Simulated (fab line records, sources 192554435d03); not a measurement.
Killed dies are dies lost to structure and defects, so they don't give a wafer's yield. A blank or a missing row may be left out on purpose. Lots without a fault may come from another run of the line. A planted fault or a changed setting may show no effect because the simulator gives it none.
fab line records | flow n5_finfet
record lots=24 wafers=72 last_day=17
route steps=1938 shown BEOL_M2@929 BEOL_M3@946
lots that met no fault: from a run of the same line without faults
start_h: hours from the record's first day to the start of the lot's first wafer shown | wait_h: hours since the lot's step before | " the same as in the row above | L1.1+2: a row that stands for several wafers | - no value, or no start given | * or withheld: withheld | < > ~ a bound
route shown NAME@n: a module of which the file shows steps, and the number in the route of the first | usual: mean/standard deviation of fault-free wafers | same: alike in all rows | chamber/n: place in a boat | sites: the reading at each site | _std_site: their standard deviation | _edge_site: outer sites' mean less inner sites' | radius_mm: how far each site lies from the wafer's centre | mask NAME#n: copy n | behind: the tool/chamber that last shaped the wafer | hold: why the lot was held/for how many hours/how that ended | device: the transistor (n, p or np) that didn't switch | end of line: the same wafers' tests at the end of the route | a step without rows: its recipe alone | killed: dies lost to structure and defects at the first sort, not the wafer's yield | map: a wafer's dies, x killed, . not, _ none there
set.NAME: the setting as run; set.NAME@STEP: as run at that earlier step | model.NAME: the simulator's own value behind a step, which no gauge read
steps of the route over a sample of lots; a table a step, a row a wafer
services: from which hour (start_h, from the record's first day; less than 0 if before it) a tool's chamber was out of use, for how many hours, and why
## steps
# step N5_BEOL_M2_RS_MEAS_58
# recipe thk_meas_gauge=four-point-probe reads=Co_of_BEOL_M2_CO_CAP_55+Cu_of_BEOL_M2_ECD_50+Co_of_BEOL_M2_CVD_47+TaN_of_BEOL_M2_ALD_84
# usual M2_RS=0.69/0.038
# columns lot.wafer tool chamber start_h wait_h M2_RS[ohm/sq]
L074.2 film_metro-01 - 146.55 0.1 0.75
L074.4 " - " " 0.66
L074.5 " - " " 0.65
L076.2 film_metro-02 - 150.66 0.1 0.69
L076.5 " - " " 0.70
L076.6 " - " " 0.69
L075.3 film_metro-02 - 151.25 0.1 0.63
L075.5 " - " " 0.65
L075.6 " - " " 0.64
L077.2 film_metro-01 - 162.26 0.1 0.67
L077.4 " - " " 0.72
L077.6 " - " " 0.72
L078.3 film_metro-02 - 179.40 0.1 0.69
L078.4 " - " " 0.67
L078.6 " - " " 0.65
L079.2 film_metro-01 - 183.17 0.1 0.71
L079.3 " - " " 0.69
L079.4 " - " " 0.72
L080.2 film_metro-02 - 185.33 0.1 0.72
L080.4 " - " " 0.62
L080.6 " - " " 0.69
L081.1 film_metro-01 - 196.80 0.0 0.64
L081.4 " - " " 0.62
L081.6 " - " " 0.68
L083.3 film_metro-02 - 202.31 0.1 0.61
L083.4 " - " " 0.73
L083.5 " - " " 0.73
L082.2 film_metro-02 - 202.96 0.1 0.66
L082.5 " - " " 0.61
L082.6 " - " " 0.71
L084.2 film_metro-01 - 207.73 0.1 0.64
L084.4 " - " " 0.68
L084.6 " - " " 0.72
L085.1 film_metro-01 - 211.60 0.1 0.66
L085.2 " - " " 0.67
L085.6 " - " " 0.68
L087.1 film_metro-01 - 220.68 0.0 0.72
L087.5 " - " " 0.68
L087.6 " - " " 0.73
L086.2 film_metro-02 - 225.92 0.1 0.72
L086.3 " - " " 0.69
L086.6 " - " " 0.68
L089.2 film_metro-02 - 233.89 0.1 0.71
L089.4 " - " " 0.62
L089.5 " - " " 0.75
L088.1 film_metro-02 - 239.84 0.0 0.76
L088.2 " - " " 0.63
L088.3 " - " " 0.69
L090.2 film_metro-02 - 245.87 0.1 0.69
L090.3 " - " " 0.65
L090.6 " - " " 0.68
L091.2 film_metro-02 - 254.32 0.1 0.69
L091.3 " - " " 0.73
L091.6 " - " " 0.65
L092.2 film_metro-02 - 254.59 0.1 0.65
L092.3 " - " " 0.67
L092.4 " - " " 0.70
L093.1 film_metro-02 - 259.06 0.0 0.75
L093.2 " - " " 0.67
L093.5 " - " " 0.73
L094.1 film_metro-02 - 274.74 0.0 0.68
L094.5 " - " " 0.70
L094.6 " - " " 0.74
L095.1 film_metro-02 - 275.44 0.0 0.69
L095.3 " - " " 0.66
L095.4 " - " " 0.69
L096.1 film_metro-02 - 276.60 0.0 0.65
L096.3 " - " " 0.71
L096.4 " - " " 0.72
L097.2 film_metro-01 - 288.31 0.1 0.72
L097.4 " - " " 0.74
L097.5 " - " " 0.67
# step N5_BEOL_M2_INSPECT_59
# recipe inspect_instrument=darkfield mode=post_dep
# usual raw_defect_count=80/29
# columns lot.wafer tool chamber start_h wait_h raw_defect_count
L074.2 defect_inspect-01 - 146.57 0.0 79
L074.4 " - " " 112
L074.5 " - " " 102
L076.2 defect_inspect-02 - 150.68 0.0 86
L076.5 " - " " 66
L076.6 " - " " 60
L075.3 defect_inspect-01 - 151.28 0.0 84
L075.5 " - " " 83
L075.6 " - " " 44
L077.2 defect_inspect-02 - 162.29 0.0 74
L077.4 " - " " 85
L077.6 " - " " 129
L078.3 defect_inspect-02 - 179.42 0.0 52
L078.4 " - " " 43
L078.6 " - " " 63
L079.2 defect_inspect-01 - 183.20 0.0 80
L079.3 " - " " 79
L079.4 " - " " 77
L080.2 defect_inspect-02 - 185.36 0.0 74
L080.4 " - " " 125
L080.6 " - " " 78
L081.1 defect_inspect-02 - 196.83 0.0 90
L081.4 " - " " 85
L081.6 " - " " 120
L083.3 defect_inspect-01 - 202.33 0.0 63
L083.4 " - " " 69
L083.5 " - " " 86
L082.2 defect_inspect-02 - 202.99 0.0 70
L082.5 " - " " 114
L082.6 " - " " 74
L084.2 defect_inspect-02 - 207.76 0.0 117
L084.4 " - " " 71
L084.6 " - " " 116
L085.1 defect_inspect-01 - 211.62 0.0 65
L085.2 " - " " 58
L085.6 " - " " 58
L087.1 defect_inspect-01 - 220.70 0.0 102
L087.5 " - " " 66
L087.6 " - " " 106
L086.2 defect_inspect-02 - 225.94 0.0 72
L086.3 " - " " 49
L086.6 " - " " 81
L089.2 defect_inspect-02 - 233.92 0.0 49
L089.4 " - " " 49
L089.5 " - " " 64
L088.1 defect_inspect-01 - 239.87 0.0 83
L088.2 " - " " 83
L088.3 " - " " 100
L090.2 defect_inspect-02 - 245.89 0.0 43
L090.3 " - " " 72
L090.6 " - " " 78
L091.2 defect_inspect-02 - 254.34 0.0 70
L091.3 " - " " 98
L091.6 " - " " 61
L092.2 defect_inspect-02 - 254.61 0.0 68
L092.3 " - " " 83
L092.4 " - " " 75
L093.1 defect_inspect-01 - 259.08 0.0 47
L093.2 " - " " 56
L093.5 " - " " 49
L094.1 defect_inspect-02 - 274.77 0.0 72
L094.5 " - " " 56
L094.6 " - " " 29
L095.1 defect_inspect-02 - 275.47 0.0 75
L095.3 " - " " 136
L095.4 " - " " 190
L096.1 defect_inspect-02 - 276.63 0.0 195
L096.3 " - " " 67
L096.4 " - " " 108
L097.2 defect_inspect-01 - 288.93 0.6 46
L097.4 " - " " 54
L097.5 " - " " 36
# step N5_BEOL_M3_INSPECT_13
# recipe mode=adi inspect_instrument=brightfield
# usual raw_defect_count=452/100
# columns lot.wafer tool chamber start_h wait_h raw_defect_count
L074.2 defect_inspect-01 - 148.62 0.0 543
L074.4 " - " " 722
L074.5 " - " " 704
L076.2 defect_inspect-02 - 152.73 0.0 366
L076.5 " - " " 344
L076.6 " - " " 321
L075.3 defect_inspect-02 - 157.37 0.0 402
L075.5 " - " " 372
L075.6 " - " " 414
L077.2 defect_inspect-02 - 163.68 0.0 375
L077.4 " - " " 493
L077.6 " - " " 470
L078.3 defect_inspect-02 - 180.58 0.0 409
L078.4 " - " " 472
L078.6 " - " " 471
L079.2 defect_inspect-02 - 184.95 0.0 418
L079.3 " - " " 495
L079.4 " - " " 383
L080.2 defect_inspect-02 - 188.89 0.0 473
L080.4 " - " " 479
L080.6 " - " " 606
L081.1 defect_inspect-02 - 197.79 0.1 506
L081.4 " - " " 549
L081.6 " - " " 538
L083.3 defect_inspect-01 - 205.42 0.0 355
L083.4 " - " " 433
L083.5 " - " " 488
L082.2 defect_inspect-02 - 205.64 0.0 469
L082.5 " - " " 525
L082.6 " - " " 447
L084.2 defect_inspect-01 - 209.09 0.0 564
L084.4 " - " " 497
L084.6 " - " " 501
L085.1 defect_inspect-01 - 214.78 0.1 491
L085.2 " - " " 584
L085.6 " - " " 480
L087.1 defect_inspect-01 - 222.38 0.1 459
L087.5 " - " " 520
L087.6 " - " " 485
L086.2 defect_inspect-02 - 227.13 0.0 457
L086.3 " - " " 316
L086.6 " - " " 444
L089.2 defect_inspect-02 - 236.38 0.0 328
L089.4 " - " " 481
L089.5 " - " " 378
L088.1 defect_inspect-01 - 241.78 0.1 647
L088.2 " - " " 511
L088.3 " - " " 497
L090.2 defect_inspect-02 - 246.74 0.0 242
L090.3 " - " " 380
L090.6 " - " " 339
L091.2 defect_inspect-02 - 258.69 0.0 421
L091.3 " - " " 393
L091.6 " - " " 402
L092.2 defect_inspect-01 - 259.01 0.0 355
L092.3 " - " " 466
L092.4 " - " " 305
L093.1 defect_inspect-02 - 260.31 0.1 269
L093.2 " - " " 286
L093.5 " - " " 360
L094.1 defect_inspect-01 - 276.19 0.1 378
L094.5 " - " " 573
L094.6 " - " " 332
L095.1 defect_inspect-01 - 276.46 0.1 462
L095.3 " - " " 550
L095.4 " - " " 608
L096.1 defect_inspect-01 - 279.24 0.1 652
L096.3 " - " " 465
L096.4 " - " " 634
L097.2 defect_inspect-02 - 291.85 0.1 522
L097.4 " - " " 576
L097.5 " - " " 423
# step N5_BEOL_M3_HM_OPEN_17
# recipe chemistry=Cl2/BCl3 target_depth_a=200 overetch_a=60 target=TiN mask_material=SOC ion_energy_ev=150 pressure_mtorr=10 icp_w=1000 bias_w=126 Cl2_flow_sccm=53.25 bcl3_flow_sccm=21.75 Ar_flow_sccm=25
# usual chamber_pressure_mTorr=10.000/0.0097 drypump_motor_current_A=6.2/0.45 oes_product_au=0.66/0.096 throttle_valve_pct=22.04/0.15
# columns lot.wafer tool chamber start_h wait_h chamber_pressure_mTorr drypump_motor_current_A oes_product_au rf_hours_counter_h throttle_valve_pct
L074.2 rie_metal-03 0 149.45 0.0 9.996 5.4 0.63 58 22.15
L074.4 " 1 " " 10.007 6.5 0.73 - 21.83
L074.5 " 0 " " 10.019 5.4 0.62 - 22.17
L076.2 rie_metal-03 0 153.01 0.0 10.005 5.4 0.63 59 22.15
L076.5 " 1 " " 9.995 6.5 0.73 - 21.83
L076.6 " 0 " " 10.002 5.4 0.61 - 22.19
L075.3 rie_metal-03 0 157.68 0.1 10.018 5.4 0.62 - 22.17
L075.5 " 1 " " 10.003 6.5 0.72 - 21.83
L075.6 " 0 " " 9.985 5.4 0.62 - 22.17
L077.2 rie_metal-02 0 163.97 0.0 10.006 5.9 0.57 86 22.13
L077.4 " 0 " " 10.007 5.9 0.57 - 22.15
L077.6 " 0 " " 10.003 5.9 0.57 - 22.16
L078.3 rie_metal-02 0 180.89 0.1 10.012 5.9 0.57 - 22.14
L078.4 " 1 " " 10.005 6.5 0.70 - 22.06
L078.6 " 0 " " 9.993 5.9 0.57 - 22.13
L079.2 rie_metal-03 0 185.29 0.0 10.000 5.4 0.62 62 22.17
L079.3 " 1 " " 10.000 6.5 0.72 - 21.83
L079.4 " 0 " " 10.009 5.4 0.62 - 22.17
L080.2 rie_metal-01 0 189.21 0.1 9.995 6.3 0.54 - 22.16
L080.4 " 0 " " 10.001 6.2 0.54 - 22.20
L080.6 " 0 " " 9.995 6.3 0.54 - 22.19
L081.1 rie_metal-03 0 198.08 0.0 10.008 5.4 0.61 63 22.16
L081.4 " 1 " " 9.984 6.5 0.71 - 21.84
L081.6 " 0 " " 9.988 5.4 0.62 - 22.16
L083.3 rie_metal-03 0 205.73 0.1 9.987 5.4 0.61 - 22.18
L083.4 " 1 " " 10.000 6.4 0.71 - 21.82
L083.5 " 1 " " 9.999 6.5 0.71 - 21.85
L082.2 rie_metal-02 1 205.92 0.0 10.024 6.5 0.69 32 22.08
L082.5 " 1 " " 9.984 6.6 0.69 - 22.08
L082.6 " 0 " " 10.001 5.9 0.57 - 22.15
L084.2 rie_metal-01 0 209.53 0.0 10.013 6.3 0.54 119 22.19
L084.4 " 0 " " 9.990 6.3 0.53 - 22.20
L084.6 " 1 " " 9.999 6.6 0.85 - 21.88
L085.1 rie_metal-03 1 215.17 0.0 10.002 6.5 0.72 25 21.81
L085.2 " 0 " " 10.020 5.4 0.62 64 22.16
L085.6 " 0 " " 10.015 5.4 0.62 - 22.15
L087.1 rie_metal-01 0 222.70 0.0 9.997 6.3 0.54 120 22.18
L087.5 " 1 " " 10.000 6.6 0.83 - 21.87
L087.6 " 0 " " 10.002 6.2 0.54 - 22.18
L086.2 rie_metal-01 0 227.41 0.0 9.999 6.3 0.53 121 22.19
L086.3 " 1 " " 10.009 6.6 0.83 - 21.87
L086.6 " 1 " " 9.970 6.6 0.83 - 21.86
L089.2 rie_metal-02 0 236.66 0.0 10.010 5.9 0.56 93 22.16
L089.4 " 0 " " 10.018 5.9 0.56 - 22.15
L089.5 " 0 " " 10.021 5.9 0.56 - 22.15
L088.1 rie_metal-01 0 242.29 0.0 10.005 6.2 0.53 122 22.19
L088.2 " 1 " " 9.990 6.6 0.83 3 21.88
L088.3 " 1 " " 10.000 6.6 0.82 - 21.87
L090.2 rie_metal-03 1 247.02 0.0 10.000 6.5 0.70 28 21.85
L090.3 " 0 " " 10.008 5.4 0.60 - 22.18
L090.6 " 0 " " 10.000 5.4 0.61 - 22.18
L091.2 rie_metal-01 1 258.98 0.0 9.994 6.6 0.81 4 21.88
L091.3 " 1 " " 9.985 6.6 0.81 - 21.89
L091.6 " 1 " " 9.997 6.6 0.80 - 21.89
L092.2 rie_metal-02 0 259.43 0.0 10.010 5.9 0.56 95 22.18
L092.3 " 1 " " 9.979 6.5 0.68 - 22.09
L092.4 " 0 " " 9.991 5.9 0.55 - 22.17
L093.1 rie_metal-01 1 260.59 0.0 10.001 6.6 0.81 5 21.87
L093.2 " 0 " " 9.998 6.3 0.53 123 22.23
L093.5 " 1 " " 10.002 6.6 0.81 - 21.89
L094.1 rie_metal-01 1 276.47 0.0 9.983 6.6 0.79 7 21.87
L094.5 " 1 " " 10.006 6.6 0.79 - 21.89
L094.6 " 1 " " 9.973 6.6 0.80 - 21.89
L095.1 rie_metal-02 0 276.74 0.0 9.994 5.9 0.55 98 22.19
L095.3 " 0 " " 10.002 5.9 0.55 - 22.16
L095.4 " 1 " " 9.998 6.6 0.68 - 22.08
L096.1 rie_metal-03 1 279.53 0.0 9.998 6.5 0.69 32 21.86
L096.3 " 0 " " 9.995 5.4 0.60 - 22.19
L096.4 " 1 " " 10.007 6.6 0.69 - 21.86
L097.2 rie_metal-03 1 292.14 0.0 9.994 6.5 0.69 33 21.87
L097.4 " 0 " " 10.001 5.4 0.60 - 22.19
L097.5 " 1 " " 10.016 6.5 0.69 - 21.87
# step N5_BEOL_M3_STRIP_36
# recipe chemistry=N2/H2 power_w=450 temp_c=40 pressure_mtorr=20 rf_frequency_hz=6e+07 overash_fraction=0.3 bias_power_w=7 h2_frac=0.5 n2_flow_sccm=200 h2_flow_sccm=200
# usual bias_power_w=7.000/0.022 chamber_pressure_mTorr=19.998/0.029 drypump_motor_current_A=5.6/0.36 oes_product_au=0.81/0.11 rf_vpp_V=59.3/1.5 showerhead_plenum_p_Torr=2.59/0.086 throttle_valve_pct=23.6/0.43
# columns lot.wafer tool chamber start_h wait_h bias_power_w chamber_pressure_mTorr drypump_motor_current_A oes_product_au rf_hours_counter_h rf_vpp_V showerhead_plenum_p_Torr throttle_valve_pct
L074.2 rie_diel-02 2 163.32 0.0 7.028 19.995 5.5 0.70 205 61.1 2.64 23.8
L074.4 " 3 " " 7.036 19.992 5.9 0.71 243 60.0 2.61 24.4
L074.5 " 0 " " 6.983 19.984 5.8 0.98 - 59.3 2.71 23.5
L076.2 rie_diel-04 3 163.48 0.0 6.992 20.000 5.8 0.73 203 59.1 2.60 24.0
L076.5 " 1 " " 7.026 20.001 5.4 0.74 - 57.4 2.55 24.0
L076.6 " 0 " " 6.964 20.013 5.6 0.95 - 58.1 2.59 23.1
L075.3 rie_diel-02 3 166.36 0.0 6.996 19.964 5.9 0.70 244 58.5 2.61 24.4
L075.5 " 2 " " 6.976 19.997 5.6 0.71 - 58.6 2.63 23.8
L075.6 " 1 " " 7.010 19.995 6.0 0.68 - 57.5 2.37 22.9
L077.2 rie_diel-02 2 167.86 0.0 6.990 19.999 5.5 0.72 207 62.8 2.64 23.8
L077.4 " 3 " " 7.027 20.021 5.9 0.70 245 57.0 2.61 24.4
L077.6 " 0 " " 6.970 19.999 5.9 0.98 - 58.6 2.71 23.5
L078.3 rie_diel-06 1 183.90 0.0 6.968 19.977 5.8 0.91 20 59.5 2.47 23.1
L078.4 " 0 " " 7.005 20.007 4.8 0.73 - 58.4 2.41 23.7
L078.6 " 1 " " 7.024 19.974 5.8 0.90 - 59.6 2.47 23.1
L079.2 rie_diel-04 2 189.20 0.0 7.019 19.980 5.2 0.88 40 61.1 2.59 23.6
L079.3 " 0 " " 7.003 19.987 5.6 0.93 26 58.8 2.59 23.1
L079.4 " 3 " " 6.984 19.974 5.9 0.72 211 61.4 2.60 24.0
L080.2 rie_diel-02 2 191.26 0.0 6.963 20.016 5.5 0.71 214 61.5 2.63 23.9
L080.4 " 1 " " 7.002 20.030 6.0 0.67 - 60.4 2.37 22.9
L080.6 " 0 " " 7.033 20.000 5.8 0.95 - 59.6 2.70 23.5
L081.1 rie_diel-02 0 204.67 0.0 6.982 20.015 5.8 0.94 20 61.0 2.70 23.5
L081.4 " 1 " " 6.981 20.029 6.0 0.67 - 56.3 2.37 22.9
L081.6 " 2 " " 7.021 19.962 5.5 0.71 - 57.8 2.63 23.9
L083.3 rie_diel-02 0 210.34 0.0 6.979 20.041 5.9 0.94 23 58.5 2.70 23.5
L083.4 " 1 " " 7.002 19.960 6.0 0.67 247 59.3 2.37 22.9
L083.5 " 3 " " 7.023 19.997 5.9 0.99 - 59.7 2.61 23.9
L082.2 rie_diel-04 0 216.45 0.0 6.992 19.986 5.6 0.92 34 61.0 2.58 23.1
L082.5 " 2 " " 7.023 20.003 5.2 0.86 - 58.4 2.59 23.6
L082.6 " 3 " " 6.996 19.957 5.9 0.72 - 59.4 2.60 24.0
L084.2 rie_diel-06 3 221.35 0.0 7.029 19.939 4.8 0.68 227 59.6 2.63 23.9
L084.4 " 1 " " 6.971 20.019 5.8 0.88 32 56.5 2.46 23.1
L084.6 " 1 " " 7.001 20.072 5.8 0.88 - 60.1 2.46 23.2
L085.1 rie_diel-02 0 224.61 0.0 7.001 19.968 5.8 0.91 29 58.7 2.70 23.5
L085.2 " 2 " " 6.999 19.999 5.5 0.68 228 56.9 2.63 23.9
L085.6 " 2 " " 6.982 19.974 5.5 0.69 - 60.7 2.63 23.9
L087.1 rie_diel-02 3 227.70 0.0 6.993 19.993 5.9 0.95 9 58.1 2.61 24.0
L087.5 " 3 " " 7.004 20.007 5.9 0.96 - 59.7 2.61 23.9
L087.6 " 0 " " 6.993 19.972 5.8 0.92 - 60.3 2.69 23.5
L086.2 rie_diel-04 3 232.56 0.0 6.985 19.991 5.9 0.72 223 59.9 2.60 24.0
L086.3 " 1 " " 7.026 20.001 5.4 0.74 172 56.7 2.54 24.0
L086.6 " 0 " " 6.983 19.987 5.6 0.90 - 61.0 2.58 23.1
L089.2 rie_diel-06 0 241.48 0.0 7.028 19.997 4.8 0.72 217 60.6 2.41 23.7
L089.4 " 1 " " 6.996 19.967 5.8 0.88 38 59.7 2.46 23.1
L089.5 " 3 " " 7.000 20.018 4.8 0.69 - 58.2 2.62 23.9
L088.1 rie_diel-04 1 258.10 0.0 7.000 20.015 5.3 0.72 180 61.5 2.54 24.0
L088.2 " 3 " " 6.994 19.974 5.8 0.72 230 56.7 2.59 24.0
L088.3 " 0 " " 6.998 20.050 5.6 0.89 45 61.3 2.58 23.1
L090.2 rie_diel-02 3 258.70 0.0 7.007 19.957 5.9 0.93 20 58.3 2.60 24.0
L090.3 " 0 " " 6.974 19.954 5.8 0.90 42 57.7 2.69 23.5
L090.6 " 2 " " 6.986 20.073 5.5 0.68 - 61.0 2.62 23.9
L091.2 rie_diel-02 0 263.08 0.0 7.041 19.986 5.8 0.90 43 60.2 2.69 23.5
L091.3 " 1 " " 7.022 19.980 6.0 0.94 3 58.9 2.68 22.5
L091.6 " 0 " " 7.001 19.972 5.8 0.89 - 59.9 2.69 23.5
L092.2 rie_diel-02 3 265.94 0.0 6.993 19.990 5.9 0.92 22 59.3 2.60 24.0
L092.3 " 0 " " 7.032 20.017 5.8 0.88 44 58.9 2.69 23.5
L092.4 " 1 " " 7.004 19.987 6.0 0.95 3 58.4 2.68 22.5
L093.1 rie_diel-04 2 265.94 0.0 6.995 19.972 5.2 0.83 63 58.7 2.58 23.6
L093.2 " 3 " " 6.975 20.035 5.9 0.71 233 58.7 2.59 24.1
L093.5 " 1 " " 7.036 20.005 5.4 0.72 - 57.9 2.54 24.0
L094.1 rie_diel-04 3 278.75 0.0 7.001 20.004 5.9 0.70 236 59.1 2.59 24.1
L094.5 " 2 " " 7.047 19.974 5.3 0.84 - 57.9 2.58 23.6
L094.6 " 1 " " 6.958 20.007 5.4 0.74 - 59.9 2.54 24.0
L095.1 rie_diel-04 3 279.12 0.0 7.035 19.993 5.9 0.71 236 59.4 2.59 24.1
L095.3 " 0 " " 6.968 19.976 5.6 0.88 51 59.4 2.58 23.2
L095.4 " 1 " " 7.009 20.044 5.4 0.72 187 59.1 2.54 24.0
L096.1 rie_diel-04 1 290.73 0.0 7.026 19.973 5.3 0.73 189 57.3 2.53 24.1
L096.3 " 2 " " 6.989 20.061 5.2 0.83 69 60.4 2.58 23.6
L096.4 " 0 " " 7.020 20.064 5.6 0.90 54 59.9 2.57 23.2
L097.2 rie_diel-02 0 294.89 0.0 6.985 20.043 5.8 0.87 53 59.2 2.68 23.5
L097.4 " 1 " " 6.988 19.965 6.0 0.91 - 62.6 2.68 22.5
L097.5 " 3 " " 7.004 19.993 5.9 0.90 - 58.8 2.60 24.0
# step N5_BEOL_M3_ALD_84
# recipe material=TaN target_thk_a=* temp_c=275 ald_precursor_family=PDMAT ald_co_reactant=NH3 pressure_torr=3 carrier_flow_sccm=1500 pulse_time_s=2 purge_time_s=3 co_reactant_purge_time_s=2 co_reactant_pulse_time_s=3 ald_cycles=30 precursor_vessel_temp_c=75 precursor_vessel_pressure_torr=26.25 precursor_vessel_carrier_sccm=1000
# usual heater_power_w=434/28 mfc_carrier_sccm=1500/5.1
# columns lot.wafer tool chamber start_h wait_h heater_power_w mfc_carrier_sccm
L074.2 ald_metal-03 2 164.01 0.0 442 1502
L074.4 " 0 " " 503 1508
L074.5 " 1 " " 441 1504
L076.2 ald_metal-01 2 164.12 0.0 406 1509
L076.5 " 1 " " 417 1493
L076.6 " 0 " " 444 1508
L075.3 ald_metal-01 3 167.87 0.1 451 1489
L075.5 " 3 " " 449 1490
L075.6 " 0 " " 444 1490
L077.2 ald_metal-01 2 168.42 0.1 401 1500
L077.4 " 1 " " 428 1491
L077.6 " 2 " " 402 1500
L078.3 ald_metal-01 3 184.89 0.1 449 1493
L078.4 " 1 " " 422 1502
L078.6 " 0 " " 433 1488
L079.2 ald_metal-04 2 189.74 0.0 416 1502
L079.3 " 0 " " 439 1502
L079.4 " 3 " " 369 1511
L080.2 ald_metal-01 1 192.03 0.0 411 1501
L080.4 " 0 " " 422 1500
L080.6 " 3 " " 469 1499
L081.1 ald_metal-01 2 205.43 0.1 405 1508
L081.4 " 3 " " 440 1498
L081.6 " 1 " " 412 1500
L083.3 ald_metal-03 2 211.48 0.2 442 1500
L083.4 " 0 " " 498 1499
L083.5 " 2 " " 436 1500
L082.2 ald_metal-03 2 217.55 0.2 444 1501
L082.5 " 2 " " 431 1505
L082.6 " 3 " " 418 1502
L084.2 ald_metal-01 2 222.12 0.0 408 1501
L084.4 " 1 " " 410 1498
L084.6 " 0 " " 437 1501
L085.1 ald_metal-03 3 225.43 0.0 430 1499
L085.2 " 0 " " 501 1502
L085.6 " 3 " " 414 1499
L087.1 ald_metal-03 3 228.53 0.0 423 1496
L087.5 " 2 " " 434 1495
L087.6 " 1 " " 456 1504
L086.2 ald_metal-03 2 233.24 0.0 450 1501
L086.3 " 3 " " 427 1504
L086.6 " 1 " " 440 1504
L089.2 ald_metal-03 2 242.30 0.0 443 1503
L089.4 " 0 " " 501 1500
L089.5 " 2 " " 451 1514
L088.1 ald_metal-01 0 259.14 0.0 445 1508
L088.2 " 1 " " 411 1507
L088.3 " 3 " " 452 1501
L090.2 ald_metal-01 1 259.53 0.0 409 1511
L090.3 " 0 " " 446 1501
L090.6 " 3 " " 453 1509
L091.2 ald_metal-01 2 263.59 0.0 403 1505
L091.3 " 1 " " 413 1498
L091.6 " 1 " " 410 1500
L092.2 ald_metal-04 1 267.09 0.0 400 1501
L092.3 " 3 " " 377 1502
L092.4 " 0 " " 426 1508
L093.1 ald_metal-01 1 267.11 0.0 416 1501
L093.2 " 0 " " 440 1505
L093.5 " 1 " " 410 1508
L094.1 ald_metal-03 0 279.84 0.0 509 1500
L094.5 " 3 " " 427 1501
L094.6 " 2 " " 449 1500
L095.1 ald_metal-03 3 280.43 0.2 434 1496
L095.3 " 1 " " 445 1493
L095.4 " 2 " " 441 1496
L096.1 ald_metal-01 3 291.66 0.1 455 1501
L096.3 " 2 " " 392 1502
L096.4 " 1 " " 404 1494
L097.2 ald_metal-04 3 296.01 0.0 370 1502
L097.4 " 0 " " 434 1502
L097.5 " 3 " " 375 1507
## services
# columns tool chamber start_h hours kind
rie_diel-02 0 132.05 - clean
rie_diel-02 0 132.05 - consumable_replace:focus_ring
rie_diel-02 0 132.05 - consumable_replace:showerhead
rie_diel-02 0 132.05 15.5 scheduled_down
rie_diel-02 0 132.05 15.5 vent_cycle
ald_metal-04 0 151.52 17.6 repair
ald_metal-04 1 163.75 5.6 repair
ald_metal-03 - 164.83 2.8 pm
ald_metal-01 2 187.67 10.4 repair
rie_diel-02 3 188.65 - clean
rie_diel-02 3 188.65 - consumable_replace:focus_ring
rie_diel-02 3 188.65 18.4 scheduled_down
rie_diel-02 3 188.65 18.4 vent_cycle
rie_diel-04 - 189.90 2.8 pm
ald_metal-04 1 194.18 6.9 repair
rie_diel-06 1 224.30 2.0 repair
rie_diel-04 0 239.88 1.8 repair
ald_metal-01 2 250.12 10.5 repair
ald_metal-04 - 250.67 0.6 repair
rie_diel-02 1 252.83 7.7 repair
rie_metal-01 0 261.52 7.2 repair
rie_diel-06 2 287.31 3.1 repair
ald_metal-04 3 290.06 1.5 repair
ald_metal-03 3 296.05 1.6 repair
## key
fault none
